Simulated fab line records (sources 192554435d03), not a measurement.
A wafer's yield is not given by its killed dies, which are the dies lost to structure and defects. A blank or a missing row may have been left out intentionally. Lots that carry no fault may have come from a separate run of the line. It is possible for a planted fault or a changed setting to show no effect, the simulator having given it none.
A struck lot beside a sound one -- flow n5-finfet -- 16 out of 1938 route steps
Sound: the wafers L628.1, L628.3, L628.4. Struck: wafers L639.3, L639.4, L639.5. The cause is named last.
Each step with rows lists, per side, the tool, then ch with its chambers, then its first start. Under that, the readings that differ: sound wafers -- struck wafers -- difference of the means -- sigmas: that difference in standard deviations of wafers without a fault.
alike: readings with means less than 2 such deviations apart, plus words and numbers identical on both sides. not compared: withheld readings, readings lacking a value on some wafer, bounds such as >300 that could conceal the same value, and numbers that have no deviation in the record and whose values overlap.
Wherever a step has rows on one side only, a row that says differs or no value, or a row with sigmas, the two part there. Non-overlapping numbers with no deviation appear without sigmas and do not part them. A reading that every wafer of one side lacks parts them only if that side has two wafers or more.

first, 2 steps without rows for these wafers: N5_SD_EPI_N_STRIP_36 (strips in N2/H2); N5_SD_EPI_N_ETCHBACK_44 (etches SiNx in CH3F/O2, stops on SiO2, target depth 14.5 nm).
N5_SD_EPI_N_ETCH_45: etches SiOCN in CH3F/O2, target depth 6 nm.
  sound on rie-diel-05 ch 1,2,3, day 3 12:13; struck on rie-diel-05 ch 0,2, day 6 10:17
  alike: chamber-pressure-mTorr, drypump-motor-current-A, oes-product-au, rf-vpp-V, showerhead-plenum-p-Torr, throttle-valve-pct
  not compared: rf-hours-counter-h
N5_SD_EPI_N_ETCH_16: etches SiO2 in CHF3/O2, target depth 5 nm.
  sound on rie-diel-05 ch 1,2,3, day 3 12:19; struck on rie-diel-05 ch 0,2, day 6 10:23
  alike: chamber-pressure-mTorr, drypump-motor-current-A, oes-product-au, rf-vpp-V, showerhead-plenum-p-Torr, throttle-valve-pct
  not compared: rf-hours-counter-h
then, 1 step without rows for these wafers: N5_SD_EPI_N_STRIP_47 (strips in CHF3/O2).
N5_SD_EPI_N_SD_RECESS_17: chemistry HBr/Cl2/O2, target depth 41 nm, time 23.7 s, bt time 3 s.
  sound on rie-si-03 ch 1,2,3, day 3 12:23; struck on rie-si-02 ch 0,1,2, day 6 10:28
  alike: chamber-pressure-mTorr, drypump-motor-current-A, oes-product-au, throttle-valve-pct
  not compared: rf-hours-counter-h
N5_SD_EPI_N_STRIP_38: strips in N2/H2.
  sound on plasma-asher-02 ch 0,1, day 3 12:29; struck on plasma-asher-01 ch 0,1, day 6 10:35
  alike: drypump-motor-current-A, heater-power-w, n2-flow-sccm, oes-product-au
  not compared: rf-hours-counter-h
then, 4 steps without rows for these wafers: N5_SD_EPI_N_WET_ETCH_43 (etches SiO2 in dHF, time 14 s, target depth 1.5 nm); N5_SD_EPI_N_STRIP_18 (strips in SPM, time 750 s); N5_SD_EPI_N_SRD_20 (time 30 s); N5_SD_EPI_N_PRECLEAN_48 (cleans in NF3:NH3, afs cycles 2, time 20 s, sublimation time 60 s).
N5_SD_EPI_N_VAPOR_ETCH_50: etches Si in HCl, time 54 s.
  sound on epi-rpcvd-01 ch 0, day 3 13:12; struck on epi-rpcvd-03 ch 0, day 6 11:20
  alike: throttle-valve-pct
N5_SD_EPI_N_EPI_21: deposits Si:P, time 690 s.
  struck on epi-rpcvd-03, day 6 12:01; sound on epi-rpcvd-01 ch 0, day 3 13:23
  no value came back on the struck wafers for chamber-pressure-Torr (Torr), epi-growth-time-s (s), time-s (s); on the sound wafers chamber-pressure-Torr (Torr) reads 255.1 254.8 254.6
then, 1 step without rows for these wafers: N5_SD_EPI_N_PRECLEAN_24 (cleans in O3/DIW, time 60 s).
N5_BEOL_M4_RC_MEAS_101:
  the record has rows for the sound wafers here (prober-02 ch 0, day 12 00:55) and none for the struck ones
-- a jump in the record: the struck wafers' starts before and after are 13 days apart (it breaks off in module BEOL_M4 and resumes in module PASSIVATION, where the first step shown is number 1936 of the route) --
N5_PASSIVATION_PROBE_49:
  sound: prober-02 at day 16 17:26; struck: prober-01 at day 19 22:34
reading,sound,struck,difference,sigmas
defect-limited-yield (%),89.4 90.7 88.2,0 0 0,-89,-64
killed-at-front-end,54 49 64,1094 1118 1116,+1054,+96
killed-dies,125 110 139,1180 1180 1180,+1055,+62
killed-on-rim,10 8 23,152 152 152,+138,+32
sort_bin_5_function (%),6.4 5.4 6.6,95.4 96.1 96.9,+90.0,+93
sort-n-pass,1055 1070 1041,0 0 0,-1055,-62
sort-yield-pct (%),89.4 90.7 88.2,0 0 0,-89,-64
  alike: killed_at_M0_to_M3, killed_at_M4_up, killed-at-contacts, killed-at-other, killed-open, killed-short, sort_bin_6_memory

## WHERE THEY PART
First at N5_SD_EPI_N_EPI_21; last, within this record, at N5_PASSIVATION_PROBE_49.

WHY: what the simulator had put in
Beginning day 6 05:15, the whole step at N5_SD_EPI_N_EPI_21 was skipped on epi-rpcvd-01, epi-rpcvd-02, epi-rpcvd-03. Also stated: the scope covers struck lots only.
